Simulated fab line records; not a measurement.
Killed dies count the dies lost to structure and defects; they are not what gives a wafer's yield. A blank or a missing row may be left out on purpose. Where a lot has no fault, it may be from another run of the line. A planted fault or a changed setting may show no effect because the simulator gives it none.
fab line records | flow n5-finfet
record lots=24 wafers=72 last-day=19
route steps=1938 shown BEOL_M7@1285 BEOL_M8@1353
lots with no fault: from the same line, run without faults
start-h: hours from the record's first day to the start of the lot's first wafer shown | wait-h: hours elapsed since this lot's preceding step | " identical to the entry in the row above | L1.1+2: one row covering several wafers at once | - no value, or no start given | * or withheld: withheld | < > ~ a bound
route shown NAME@n: a module of which the file shows steps, and the number in the route of the first | usual: mean/standard deviation of fault-free wafers | same: alike in all rows | chamber/n: place in a boat | sites: each site's reading | _std_site: standard deviation across them | _edge_site: outer sites' mean less inner sites' | radius-mm: how far each site lies from the wafer's centre | mask NAME#n: copy n | behind: the most recent tool/chamber to have shaped the wafer | hold: reason for holding the lot/hours on hold/outcome of the hold | device: transistor that didn't switch, given as n, p or np | end of line: at the end of the route, the tests of the same wafers | where a step has no rows: the recipe by itself | killed: not the wafer's yield, but the dies lost to structure and defects at the first sort | map: shows each die of a wafer: x if killed, . if not, _ if none is there
set.NAME: the setting as run; set.NAME@STEP: as run at that earlier step | model.NAME: the simulator's own value behind a step, which no gauge read
the route's steps for a sample of lots (tables are steps, rows are wafers)
services: a tool's chamber out of use, with start hour (start-h, from the record's first day; less than 0 if before it), hours out, and reason
## steps
# step N5_BEOL_M7_STRIP_19
# recipe chemistry=O2 power-w=400 temp-c=40 pressure-mtorr=30 rf-frequency-hz=6e+07 bias-power-w=0 overash-fraction=0.2 o2-flow-sccm=225
# usual drypump-motor-current-A=5.8/0.48 oes-product-au=0.80/0.083 rf-vpp-V=3.7/0.64 showerhead-plenum-p-Torr=2.08/0.089 throttle-valve-pct=16.74/0.3
# columns lot.wafer tool chamber start-h wait-h drypump-motor-current-A oes-product-au rf-hours-counter-h rf-vpp-V showerhead-plenum-p-Torr throttle-valve-pct
L074.1 rie-diel-06 2 234.47 0.2 6.1 0.89 30 3.2 2.14 16.74
L074.3 " 3 " " 6.0 0.69 215 4.5 1.98 16.92
L074.6 " 0 " " 5.2 0.76 - 3.9 1.93 16.93
L076.1 rie-diel-02 0 249.03 0.1 6.2 0.93 9 5.5 2.13 15.94
L076.4 " 2 " " 5.3 0.80 139 3.8 2.02 16.75
L076.5 " 0 " " 6.1 0.94 - 3.3 2.13 15.97
L077.1 rie-diel-02 0 262.49 0.1 6.2 0.92 13 3.4 2.13 15.93
L077.4 " 3 " " 5.2 0.85 67 3.3 2.11 16.83
L077.5 " 3 " " 5.2 0.85 - 3.7 2.11 16.83
L075.2 rie-diel-06 3 265.97 0.1 6.0 0.68 226 3.9 1.98 16.95
L075.4 " 0 " " 5.2 0.74 152 4.2 1.92 16.96
L075.6 " 3 " " 6.0 0.69 - 3.0 1.98 16.95
L078.1 rie-diel-06 3 269.76 0.1 6.0 0.68 227 3.3 1.98 16.95
L078.3 " 0 " " 5.3 0.74 154 3.9 1.92 16.95
L078.4 " 2 " " 6.1 0.88 41 3.6 2.13 16.78
L079.1 rie-diel-02 1 273.09 0.1 6.6 0.84 55 4.0 2.22 16.56
L079.4 " 2 " " 5.3 0.77 148 3.8 2.02 16.77
L079.6 " 2 " " 5.3 0.77 - 4.0 2.02 16.77
L080.1 rie-diel-05 2 288.13 0.1 6.0 0.73 176 4.5 2.17 17.11
L080.4 " 1 " " 5.6 1.01 1 3.6 2.15 16.34
L080.6 " 2 " " 6.0 0.73 - 4.4 2.17 17.12
L081.1 rie-diel-06 3 296.58 0.1 6.0 0.68 232 3.9 1.98 16.96
L081.3 " 0 " " 5.3 0.74 163 3.5 1.92 17.00
L081.4 " 1 " " 6.5 0.74 210 3.6 2.08 17.11
L082.3 rie-diel-06 0 301.30 0.1 5.2 0.73 164 4.0 1.92 17.00
L082.4 " 3 " " 6.0 0.68 233 2.9 1.97 16.97
L082.6 " 2 " " 6.1 0.86 - 4.2 2.13 16.80
L084.1 rie-diel-02 3 301.59 0.1 5.2 0.86 78 3.7 2.11 16.87
L084.4 " 0 " " 6.1 0.89 23 4.7 2.12 16.01
L084.6 " 1 " " 6.5 0.82 - 4.3 2.22 16.57
L083.2 rie-diel-06 3 304.58 0.1 6.0 0.68 234 3.5 1.98 16.98
L083.4 " 2 " " 6.1 0.85 53 2.9 2.13 16.82
L083.6 " 0 " " 5.2 0.73 - 3.4 1.92 16.97
L085.2 rie-diel-05 0 313.17 0.1 5.8 0.89 37 2.9 2.04 16.50
L085.3 " 3 " " 5.2 0.68 245 4.2 2.08 16.61
L085.4 " 1 " " 5.6 0.97 - 4.5 2.15 16.37
L087.1 rie-diel-06 1 313.39 0.1 6.4 0.72 215 4.0 2.08 17.12
L087.2 " 2 " " 6.1 0.85 56 3.3 2.13 16.80
L087.5 " 3 " " 6.0 0.68 - 2.7 1.97 16.96
L086.1 rie-diel-02 3 331.86 0.1 5.2 0.83 84 2.4 2.10 16.89
L086.5 " 2 " " 5.3 0.76 - 3.2 2.01 16.80
L086.6 " 1 " " 6.6 0.82 - 4.2 2.22 16.57
L090.3 rie-diel-02 3 336.01 0.1 5.2 0.84 86 3.2 2.10 16.88
L090.4 " 1 " " 6.6 0.81 73 3.3 2.22 16.58
L090.5 " 2 " " 5.3 0.77 - 3.6 2.01 16.77
L089.2 rie-diel-02 1 336.05 0.1 6.5 0.82 73 4.7 2.22 16.59
L089.3 " 3 " " 5.2 0.83 86 3.9 2.10 16.89
L089.6 " 3 " " 5.2 0.83 - 2.9 2.10 16.86
L088.1 rie-diel-02 2 343.82 0.1 5.3 0.76 169 4.3 2.01 16.79
L088.3 " 3 " " 5.2 0.83 88 4.0 2.10 16.88
L088.6 " 2 " " 5.3 0.75 - 3.6 2.01 16.79
L092.1 rie-diel-06 0 357.24 0.1 5.2 0.72 182 3.1 1.91 17.03
L092.2 " 2 " " 6.1 0.83 67 3.3 2.12 16.83
L092.6 " 0 " " 5.3 0.72 - 4.0 1.91 17.01
L091.1 rie-diel-06 0 357.82 0.1 5.2 0.72 183 3.8 1.91 17.00
L091.2 " 2 " " 6.1 0.84 67 5.0 2.12 16.81
L091.6 " 0 " " 5.3 0.71 - 3.9 1.91 17.04
L093.1 rie-diel-02 0 366.52 0.1 6.1 0.87 40 4.8 2.12 15.99
L093.4 " 2 " " 5.3 0.75 177 3.2 2.01 16.80
L093.6 " 3 " " 5.2 0.82 - 3.8 2.10 16.89
L095.2 rie-diel-05 2 370.11 0.1 6.0 0.72 199 3.3 2.16 17.16
L095.5 " 1 " " 5.6 0.93 - 3.2 2.14 16.39
L095.6 " 0 " " 5.8 0.87 - 4.2 2.03 16.56
L094.1 rie-diel-02 1 370.17 0.1 6.5 0.81 83 3.7 2.21 16.58
L094.2 " 2 " " 5.3 0.74 177 3.8 2.01 16.82
L094.5 " 0 " " 6.1 0.86 - 4.4 2.12 16.02
L096.2 rie-diel-06 0 370.59 0.1 5.2 0.71 189 3.0 1.91 17.04
L096.4 " 1 " " 6.5 0.71 233 3.5 2.07 17.16
L096.5 " 2 " " 6.1 0.84 - 3.2 2.12 16.81
L097.2 rie-diel-06 0 379.56 0.1 5.3 0.71 192 3.5 1.91 17.03
L097.3 " 2 " " 6.1 0.83 76 4.3 2.12 16.83
L097.6 " 3 " " 6.0 0.98 - 2.9 2.23 16.61
# step N5_BEOL_M7_ETCH_41
# recipe chemistry=CH3F/O2 target=SiCN target-depth-a=319 taper-deg=2 time-s=57.8 ion-energy-ev=120 mask-material=TiN pressure-mtorr=30 source-w=395 bias-w=75 Ar_flow_sccm=150 CH3F_flow_sccm=30 O2_flow_sccm=20
# usual drypump-motor-current-A=5.8/0.49 oes-product-au=0.81/0.08 rf-vpp-V=297.4/1.8 showerhead-plenum-p-Torr=2.00/0.079 throttle-valve-pct=16.4/0.31
# columns lot.wafer tool chamber start-h wait-h drypump-motor-current-A oes-product-au rf-hours-counter-h rf-vpp-V showerhead-plenum-p-Torr throttle-valve-pct
L074.1 rie-diel-06 1 - - 6.5 0.75 190 296.1 1.98 16.7
L074.3 " 3 " " 6.0 0.69 215 295.3 1.91 16.7
L074.6 " 2 " " 6.1 0.89 - 297.5 2.03 16.4
L076.1 rie-diel-05 2 - - 6.0 0.74 162 299.9 2.08 16.8
L076.4 " 3 " " 5.2 0.70 224 298.0 1.97 16.1
L076.5 " 2 " " 6.0 0.75 - 298.2 2.08 16.8
L077.1 rie-diel-06 3 - - 6.0 0.68 225 294.5 1.90 16.7
L077.4 " 2 " " 6.1 0.87 39 299.2 2.03 16.4
L077.5 " 0 " " 5.2 0.75 - 294.8 1.83 16.6
L075.2 rie-diel-05 2 - - 6.0 0.74 168 298.9 2.08 16.8
L075.4 " 2 " " 6.0 0.74 - 299.5 2.08 16.8
L075.6 " 0 " " 5.8 0.92 - 298.0 1.97 16.2
L078.1 rie-diel-02 2 - - 5.3 0.78 147 297.2 1.92 16.4
L078.3 " 1 " " 6.6 0.85 54 299.4 2.11 16.1
L078.4 " 3 " " 5.2 0.86 69 298.7 2.03 16.6
L079.1 rie-diel-06 2 - - 6.1 0.87 44 299.3 2.03 16.4
L079.4 " 1 " " 6.5 0.73 - 295.8 1.98 16.7
L079.6 " 0 " " 5.2 0.75 - 294.4 1.83 16.6
L080.1 rie-diel-02 0 - - 6.1 0.91 20 296.8 2.05 15.7
L080.4 " 2 " " 5.3 0.78 153 295.6 1.92 16.4
L080.6 " 1 " " 6.5 0.84 - 298.7 2.10 16.1
L081.1 rie-diel-02 1 - - 6.6 0.84 62 300.6 2.10 16.1
L081.3 " 0 " " 6.1 0.91 22 299.0 2.05 15.7
L081.4 " 3 " " 5.3 0.85 76 297.1 2.02 16.6
L082.3 rie-diel-02 1 - - 6.5 0.83 64 299.8 2.10 16.1
L082.4 " 0 " " 6.2 0.90 24 298.8 2.05 15.8
L082.6 " 3 " " 5.2 0.85 - 296.2 2.02 16.6
L084.1 rie-diel-06 0 - - 5.3 0.74 165 295.4 1.83 16.6
L084.4 " 2 " " 6.1 0.85 52 297.1 2.02 16.4
L084.6 " 2 " " 6.1 0.84 - 298.8 2.02 16.4
L083.2 rie-diel-02 1 - - 6.6 0.82 64 300.1 2.10 16.1
L083.4 " 2 " " 5.3 0.77 158 295.4 1.92 16.4
L083.6 " 0 " " 6.1 0.90 - 298.1 2.05 15.7
L085.2 rie-diel-06 1 - - 6.5 0.73 215 298.4 1.97 16.7
L085.3 " 2 " " 6.1 0.84 57 297.6 2.02 16.4
L085.4 " 3 " " 6.0 0.68 237 294.8 1.90 16.7
L087.1 rie-diel-05 0 - - 5.8 0.89 38 296.2 1.96 16.2
L087.2 " 1 " " 5.7 0.95 10 297.6 2.05 16.0
L087.5 " 0 " " 5.8 0.89 - 295.1 1.96 16.3
L086.1 rie-diel-05 2 - - 6.0 0.73 189 297.3 2.07 16.8
L086.5 " 0 " " 5.8 0.89 - 295.7 1.96 16.3
L086.6 " 2 " " 6.0 0.73 - 298.8 2.07 16.8
L090.3 rie-diel-02 1 - - 6.6 0.81 74 299.3 2.10 16.2
L090.4 " 3 " " 5.2 0.83 86 298.4 2.02 16.6
L090.5 " 0 " " 6.1 0.88 - 298.3 2.05 15.8
L089.2 rie-diel-05 2 - - 6.0 0.72 190 300.7 2.07 16.8
L089.3 " 0 " " 5.8 0.87 45 297.4 1.96 16.3
L089.6 " 0 " " 5.8 0.87 - 297.2 1.96 16.3
L088.1 rie-diel-02 3 - - 5.3 0.84 90 297.8 2.02 16.6
L088.3 " 1 " " 6.6 0.83 76 300.1 2.10 16.2
L088.6 " 1 " " 6.5 0.82 - 299.6 2.10 16.2
L092.1 rie-diel-02 1 - - 6.6 0.81 81 298.7 2.10 16.2
L092.2 " 0 " " 6.2 0.88 38 297.9 2.04 15.8
L092.6 " 2 " " 5.2 0.75 - 295.8 1.92 16.5
L091.1 rie-diel-02 3 - - 5.2 0.83 94 297.6 2.02 16.6
L091.2 " 0 " " 6.1 0.88 38 296.6 2.04 15.8
L091.6 " 3 " " 5.3 0.84 - 298.9 2.02 16.6
L093.1 rie-diel-02 0 - - 6.1 0.87 40 297.5 2.04 15.8
L093.4 " 2 " " 5.3 0.75 177 296.1 1.92 16.5
L093.6 " 2 " " 5.3 0.76 - 295.7 1.92 16.5
L094.1 rie-diel-06 3 - - 6.0 0.98 1 300.9 2.14 16.3
L094.2 " 1 " " 6.5 0.71 233 297.1 1.97 16.8
L094.5 " 0 " " 5.2 0.71 - 293.7 1.82 16.7
L095.2 rie-diel-05 2 - - 6.0 0.70 200 299.1 2.07 16.8
L095.5 " 1 " " 5.6 0.92 - 297.7 2.05 16.1
L095.6 " 2 " " 6.0 0.71 - 297.9 2.07 16.9
L096.2 rie-diel-02 0 - - 6.2 0.88 42 299.3 2.04 15.8
L096.4 " 3 " " 5.3 0.83 98 295.7 2.02 16.6
L096.5 " 0 " " 6.2 0.89 - 297.0 2.04 15.8
L097.2 rie-diel-06 3 - - 6.0 0.98 4 301.3 2.14 16.3
L097.3 " 0 " " 5.3 0.71 192 294.4 1.82 16.7
L097.6 " 3 " " 6.0 0.97 - 300.8 2.14 16.3
# step N5_BEOL_M7_CURE_75
# recipe temp-c=370 time-s=120 ambient=DMADMS/He material=SiCOH_lowk
# usual lamp-power-pct=52.30/0.053 wafer_temp_C_max=372.1/0.73
# columns lot.wafer tool chamber start-h wait-h lamp-power-pct wafer_temp_C_max
L074.1 uv-cure-03 0 235.62 0.0 52.32 372.0
L074.3 " 0 " " 52.32 372.6
L074.6 " 0 " " 52.27 371.9
L076.1 uv-cure-01 2 250.39 0.0 52.29 371.7
L076.4 " 2 " " 52.32 371.8
L076.5 " 2 " " 52.26 372.0
L077.1 uv-cure-02 2 264.12 0.0 52.35 372.0
L077.4 " 2 " " 52.28 371.7
L077.5 " 2 " " 52.42 371.6
L075.2 uv-cure-02 0 268.56 0.1 52.31 371.6
L075.4 " 0 " " 52.25 371.6
L075.6 " 0 " " 52.27 371.9
L078.1 uv-cure-01 2 271.95 0.0 52.38 371.4
L078.3 " 2 " " 52.35 372.7
L078.4 " 2 " " 52.35 371.6
L079.1 uv-cure-03 2 276.31 0.0 52.27 371.3
L079.4 " 2 " " 52.31 372.0
L079.6 " 2 " " 52.31 371.7
L080.1 uv-cure-02 2 290.84 0.0 52.30 371.5
L080.4 " 2 " " 52.31 371.7
L080.6 " 2 " " 52.28 371.1
L081.1 uv-cure-01 1 298.40 0.0 52.35 371.6
L081.3 " 1 " " 52.37 371.4
L081.4 " 1 " " 52.31 371.7
L084.1 uv-cure-02 1 303.67 0.0 52.28 372.2
L084.4 " 1 " " 52.30 372.6
L084.6 " 1 " " 52.32 372.9
L082.3 uv-cure-03 1 303.72 0.1 52.29 373.8
L082.4 " 1 " " 52.27 373.5
L082.6 " 1 " " 52.27 373.3
L083.2 uv-cure-03 0 307.57 0.1 52.26 374.1
L083.4 " 0 " " 52.24 372.3
L083.6 " 0 " " 52.27 373.6
L085.2 uv-cure-03 0 315.43 0.1 52.33 373.3
L085.3 " 0 " " 52.24 372.7
L085.4 " 0 " " 52.29 372.9
L087.1 uv-cure-03 0 315.68 0.0 52.29 372.7
L087.2 " 0 " " 52.19 372.0
L087.5 " 0 " " 52.29 372.1
L086.1 uv-cure-02 0 334.79 0.1 52.34 371.4
L086.5 " 0 " " 52.21 371.4
L086.6 " 0 " " 52.33 371.4
L090.3 uv-cure-01 0 337.83 0.1 52.24 371.8
L090.4 " 0 " " 52.25 371.8
L090.5 " 0 " " 52.34 371.6
L089.2 uv-cure-03 2 337.96 0.1 52.36 370.9
L089.3 " 2 " " 52.30 371.4
L089.6 " 2 " " 52.24 371.2
L088.1 uv-cure-02 1 348.40 0.0 52.30 372.7
L088.3 " 1 " " 52.32 372.8
L088.6 " 1 " " 52.33 372.0
L092.1 uv-cure-03 0 361.83 0.3 52.28 372.5
L092.2 " 0 " " 52.26 372.5
L092.6 " 0 " " 52.27 372.2
L091.1 uv-cure-01 1 362.08 0.0 52.22 371.3
L091.2 " 1 " " 52.41 371.3
L091.6 " 1 " " 52.28 372.1
L093.1 uv-cure-01 2 369.42 0.0 52.32 372.1
L093.4 " 2 " " 52.30 371.2
L093.6 " 2 " " 52.28 371.7
L094.1 uv-cure-01 0 371.55 0.0 52.19 371.7
L094.2 " 0 " " 52.40 371.3
L094.5 " 0 " " 52.35 371.0
L095.2 uv-cure-01 0 371.90 0.1 52.27 371.3
L095.5 " 0 " " 52.36 371.8
L095.6 " 0 " " 52.26 371.9
L096.2 uv-cure-03 1 374.94 0.1 52.28 374.2
L096.4 " 1 " " 52.31 372.9
L096.5 " 1 " " 52.39 373.9
L097.2 uv-cure-01 2 383.35 0.1 52.25 371.9
L097.3 " 2 " " 52.29 372.3
L097.6 " 2 " " 52.30 371.8
# step N5_BEOL_M7_ALD_77
# recipe material=TaN target-thk-a=20 temp-c=275 ald-precursor-family=PDMAT ald-co-reactant=NH3 pressure-torr=3 carrier-flow-sccm=1500 pulse-time-s=2 purge-time-s=3 co-reactant-purge-time-s=2 co-reactant-pulse-time-s=3 ald-cycles=40 precursor-vessel-temp-c=75 precursor-vessel-pressure-torr=26.25 precursor-vessel-carrier-sccm=1000
# usual heater-power-w=412/56
# same co-reactant-purge-time-s=2
# columns lot.wafer tool chamber start-h wait-h heater-power-w
L074.1 ald-metal-04 0 236.23 0.2 515
L074.3 " 1 " " 414
L074.6 " 1 " " 420
L076.1 ald-metal-02 1 250.88 0.0 364
L076.4 " 3 " " 370
L076.5 " 2 " " 328
L077.1 ald-metal-04 2 265.20 0.0 405
L077.4 " 0 " " 516
L077.5 " 1 " " 415
L075.2 ald-metal-01 1 269.06 0.1 384
L075.4 " 3 " " 403
L075.6 " 1 " " 384
L078.1 ald-metal-02 0 272.58 0.0 470
L078.3 " 3 " " 368
L078.4 " 2 " " 338
L079.1 ald-metal-04 0 276.97 0.0 528
L079.4 " 3 " " 488
L079.6 " 3 " " 483
L080.1 ald-metal-02 2 291.61 0.2 330
L080.4 " 1 " " 364
L080.6 " 2 " " 343
L081.1 ald-metal-04 2 300.03 0.0 407
L081.3 " 0 " " 509
L081.4 " 1 " " 423
L082.3 ald-metal-01 3 304.07 0.0 401
L082.4 " 1 " " 387
L082.6 " 0 " " 421
L084.1 ald-metal-02 0 304.24 0.2 479
L084.4 " 1 " " 362
L084.6 " 2 " " 335
L083.2 ald-metal-02 1 308.22 0.0 362
L083.4 " 3 " " 369
L083.6 " 2 " " 338
L085.2 ald-metal-04 0 316.11 0.1 516
L085.3 " 1 " " 427
L085.4 " 3 " " 482
L087.1 ald-metal-04 3 316.49 0.1 485
L087.2 " 0 " " 512
L087.5 " 3 " " 472
L086.1 ald-metal-04 0 335.24 0.0 521
L086.5 " 2 " " 408
L086.6 " 3 " " 479
L090.3 ald-metal-01 3 338.97 0.0 402
L090.4 " 2 " " 344
L090.5 " 0 " " 423
L089.2 ald-metal-04 2 339.13 0.0 407
L089.3 " 3 " " 491
L089.6 " 0 " " 530
L088.1 ald-metal-04 1 348.93 0.1 419
L088.3 " 0 " " 516
L088.6 " 2 " " 417
L092.1 ald-metal-02 2 362.57 0.0 342
L092.2 " 3 " " 348
L092.6 " 2 " " 348
L091.1 ald-metal-02 0 362.83 0.0 410
L091.2 " 3 " " 346
L091.6 " 2 " " 344
L093.1 ald-metal-01 2 369.89 0.0 337
L093.4 " 1 " " 378
L093.6 " 2 " " 346
L094.1 ald-metal-01 2 374.27 0.1 342
L094.2 " 1 " " 393
L094.5 " 1 " " 381
L095.2 ald-metal-04 3 374.35 0.1 476
L095.5 " 1 " " 417
L095.6 " 2 " " 410
L096.2 ald-metal-01 2 375.31 0.0 339
L096.4 " 1 " " 386
L096.5 " 2 " " 343
L097.2 ald-metal-01 0 384.49 0.2 419
L097.3 " 2 " " 347
L097.6 " 0 " " 419
# step N5_BEOL_M7_THK_MEAS_53
# recipe thk-meas-gauge=xrf reads=Cu_of_BEOL_M7_ECD_50
# usual M7_THK=80.1/1.7
# columns lot.wafer tool chamber start-h wait-h M7_THK[nm]
L074.1 film-metro-02 - 239.14 - 81.4
L074.3 " - " " 79.6
L074.6 " - " " 81.9
L076.1 film-metro-01 - 253.13 - 81.2
L076.4 " - " " 78.3
L076.5 " - " " 81.9
L077.1 film-metro-02 - 266.75 - 77.5
L077.4 " - " " 80.2
L077.5 " - " " 81.4
L075.2 film-metro-02 - 270.50 - 81.5
L075.4 " - " " 79.7
L075.6 " - " " 80.0
L078.1 film-metro-01 - 274.59 - 79.8
L078.3 " - " " 80.6
L078.4 " - " " 82.4
L079.1 film-metro-02 - 278.34 - 78.2
L079.4 " - " " 80.3
L079.6 " - " " 78.3
L080.1 film-metro-01 - 293.70 - 80.1
L080.4 " - " " 79.6
L080.6 " - " " 78.2
L081.1 film-metro-01 - 301.52 - 81.3
L081.3 " - " " 80.8
L081.4 " - " " 79.2
L082.3 film-metro-01 - 305.44 - 80.5
L082.4 " - " " 82.9
L082.6 " - " " 81.8
L084.1 film-metro-02 - 306.17 - 78.7
L084.4 " - " " 75.2
L084.6 " - " " 76.0
L083.2 film-metro-02 - 309.99 - 79.3
L083.4 " - " " 81.3
L083.6 " - " " 82.6
L085.2 film-metro-01 - 317.45 - 80.3
L085.3 " - " " 77.6
L085.4 " - " " 79.4
L087.1 film-metro-01 - 318.00 - 80.1
L087.2 " - " " 79.2
L087.5 " - " " 79.3
L086.1 film-metro-01 - 336.74 - 81.5
L086.5 " - " " 80.4
L086.6 " - " " 79.9
L090.3 film-metro-01 - 340.29 - 78.5
L090.4 " - " " 78.0
L090.5 " - " " 79.7
L089.2 film-metro-02 - 340.77 - 80.1
L089.3 " - " " 81.5
L089.6 " - " " 78.5
L088.1 film-metro-01 - 350.74 - 81.6
L088.3 " - " " 80.1
L088.6 " - " " 79.3
L092.1 film-metro-02 - 364.13 - 79.0
L092.2 " - " " 83.4
L092.6 " - " " 81.1
L091.1 film-metro-01 - 364.57 - 81.4
L091.2 " - " " 82.7
L091.6 " - " " 82.1
L093.1 film-metro-01 - 371.64 - 83.3
L093.4 " - " " 79.2
L093.6 " - " " 83.4
L094.1 film-metro-01 - 375.84 - 82.2
L094.2 " - " " 82.0
L094.5 " - " " 82.2
L095.2 film-metro-01 - 376.01 - 80.2
L095.5 " - " " 78.0
L095.6 " - " " 81.0
L096.2 film-metro-01 - 377.06 - 79.2
L096.4 " - " " 77.2
L096.5 " - " " 80.4
L097.2 film-metro-01 - 386.35 - 80.3
L097.3 " - " " 81.3
L097.6 " - " " 80.7
# step N5_BEOL_M8_HM_OPEN_17
# recipe chemistry=Cl2/BCl3 target-depth-a=200 overetch-a=60 target=TiN mask-material=SOC ion-energy-ev=150 pressure-mtorr=10 icp-w=1000 bias-w=126 Cl2_flow_sccm=53.25 bcl3-flow-sccm=21.75 Ar_flow_sccm=25
# usual drypump-motor-current-A=5.4/0.39 oes-product-au=0.70/0.047 throttle-valve-pct=22.07/0.26
# columns lot.wafer tool chamber start-h wait-h drypump-motor-current-A oes-product-au rf-hours-counter-h throttle-valve-pct
L074.1 rie-metal-02 1 242.51 0.0 5.1 0.75 17 22.14
L074.3 " 0 " " 5.9 0.67 - 21.66
L074.6 " 0 " " 5.9 0.67 - 21.67
L076.1 rie-metal-02 1 257.17 0.0 5.1 0.74 18 22.16
L076.4 " 1 " " 5.1 0.74 - 22.15
L076.5 " 1 " " 5.1 0.73 - 22.14
L077.1 rie-metal-02 1 269.68 0.0 5.1 0.74 20 22.12
L077.4 " 0 " " 6.0 0.67 - 21.66
L077.5 " 0 " " 6.0 0.67 - 21.66
L075.2 rie-metal-02 1 273.01 0.0 5.1 0.73 20 22.15
L075.4 " 0 " " 5.9 0.67 - 21.66
L075.6 " 1 " " 5.1 0.73 - 22.15
L078.1 rie-metal-01 0 277.66 0.0 4.8 0.78 3 22.25
L078.3 " 0 " " 4.8 0.79 - 22.25
L078.4 " 1 " " 5.6 0.78 - 22.46
L079.1 rie-metal-01 0 282.35 0.0 4.8 0.78 3 22.23
L079.4 " 1 " " 5.6 0.76 - 22.46
L079.6 " 0 " " 4.8 0.79 - 22.25
L080.1 rie-metal-02 0 296.21 0.0 5.9 0.65 40 21.66
L080.4 " 1 " " 5.1 0.72 - 22.15
L080.6 " 1 " " 5.1 0.74 - 22.14
L081.1 rie-metal-01 0 305.12 0.0 4.8 0.77 6 22.26
L081.3 " 1 " " 5.6 0.76 - 22.46
L081.4 " 0 " " 4.8 0.78 - 22.24
L082.3 rie-metal-02 0 308.65 0.1 5.9 0.66 - 21.67
L082.4 " 1 " " 5.1 0.72 - 22.17
L082.6 " 0 " " 5.9 0.65 - 21.67
L084.1 rie-metal-03 0 308.79 0.0 5.0 0.71 24 21.96
L084.4 " 1 " " 5.4 0.65 - 22.21
L084.6 " 1 " " 5.4 0.66 - 22.20
L083.2 rie-metal-01 0 312.87 0.0 4.8 0.77 6 22.23
L083.4 " 1 " " 5.6 0.76 - 22.45
L083.6 " 1 " " 5.6 0.76 - 22.48
L085.2 rie-metal-03 1 319.35 0.0 5.4 0.64 44 22.22
L085.3 " 1 " " 5.4 0.65 - 22.23
L085.4 " 0 " " 5.0 0.70 - 21.94
L087.1 rie-metal-02 0 320.14 0.0 5.9 0.66 42 21.67
L087.2 " 1 " " 5.2 0.73 23 22.15
L087.5 " 1 " " 5.1 0.72 - 22.16
L086.1 rie-metal-03 1 339.51 0.0 5.3 0.65 46 22.22
L086.5 " 0 " " 5.0 0.69 - 21.96
L086.6 " 1 " " 5.4 0.65 - 22.20
L090.3 rie-metal-02 1 343.90 0.1 5.1 0.71 - 22.18
L090.4 " 0 " " 5.9 0.65 - 21.67
L090.5 " 1 " " 5.1 0.70 - 22.16
L089.2 rie-metal-01 0 344.12 0.0 4.8 0.76 8 22.27
L089.3 " 0 " " 4.8 0.75 - 22.26
L089.6 " 0 " " 4.8 0.76 - 22.25
L088.1 rie-metal-02 1 353.14 0.0 5.1 0.71 27 22.16
L088.3 " 1 " " 5.1 0.71 - 22.17
L088.6 " 1 " " 5.1 0.71 - 22.17
L092.1 rie-metal-03 0 366.18 0.0 5.1 0.68 29 21.98
L092.2 " 1 " " 5.4 0.63 48 22.25
L092.6 " 0 " " 5.0 0.69 - 21.97
L091.1 rie-metal-03 0 369.61 0.0 5.0 0.67 30 21.99
L091.2 " 1 " " 5.4 0.62 49 22.23
L091.6 " 0 " " 5.0 0.69 - 21.98
L093.1 rie-metal-03 0 375.65 0.0 5.0 0.69 31 21.98
L093.4 " 1 " " 5.4 0.64 - 22.21
L093.6 " 0 " " 5.0 0.69 - 21.95
L094.1 rie-metal-02 1 379.17 0.0 5.1 0.70 29 22.18
L094.2 " 0 " " 5.9 0.64 48 21.68
L094.5 " 0 " " 5.9 0.64 - 21.69
L095.2 rie-metal-01 1 379.42 0.0 5.6 0.75 14 22.48
L095.5 " 1 " " 5.6 0.74 - 22.47
L095.6 " 0 " " 4.8 0.75 - 22.25
L096.2 rie-metal-02 0 379.77 0.0 5.9 0.63 48 21.69
L096.4 " 0 " " 5.9 0.64 - 21.71
L096.5 " 0 " " 5.9 0.64 - 21.71
L097.2 rie-metal-02 1 391.42 0.0 5.1 0.70 30 22.16
L097.3 " 0 " " 5.9 0.65 - 21.67
L097.6 " 1 " " 5.1 0.71 - 22.18
## services
# columns tool chamber start-h hours kind
rie-diel-05 - 215.11 2.8 pm
uv-cure-02 - 221.45 7.5 pm
rie-metal-02 - 224.20 0.5 repair
uv-cure-01 - 228.81 1.4 repair
uv-cure-02 - 234.87 1.1 repair
uv-cure-03 - 259.69 0.6 repair
uv-cure-03 - 261.86 7.1 pm
ald-metal-02 1 278.08 8.4 repair
rie-metal-02 1 279.14 2.2 repair
ald-metal-04 2 280.58 14.4 repair
rie-diel-06 - 299.45 1.1 repair
rie-diel-05 2 308.01 10.4 repair
ald-metal-02 - 337.25 14.0 pm
uv-cure-03 - 339.40 2.8 pm
uv-cure-02 - 343.51 0.6 repair
rie-diel-02 0 347.03 9.0 repair
rie-diel-06 3 352.48 - clean
rie-diel-06 3 352.48 - consumable-replace:focus-ring
ald-metal-01 0 354.37 27.4 repair
rie-diel-06 1 354.73 9.2 repair
ald-metal-02 1 362.17 8.2 repair
uv-cure-02 - 370.71 6.0 pm
ald-metal-01 3 378.15 7.3 repair
ald-metal-02 - 386.17 1.3 repair
## key
fault none
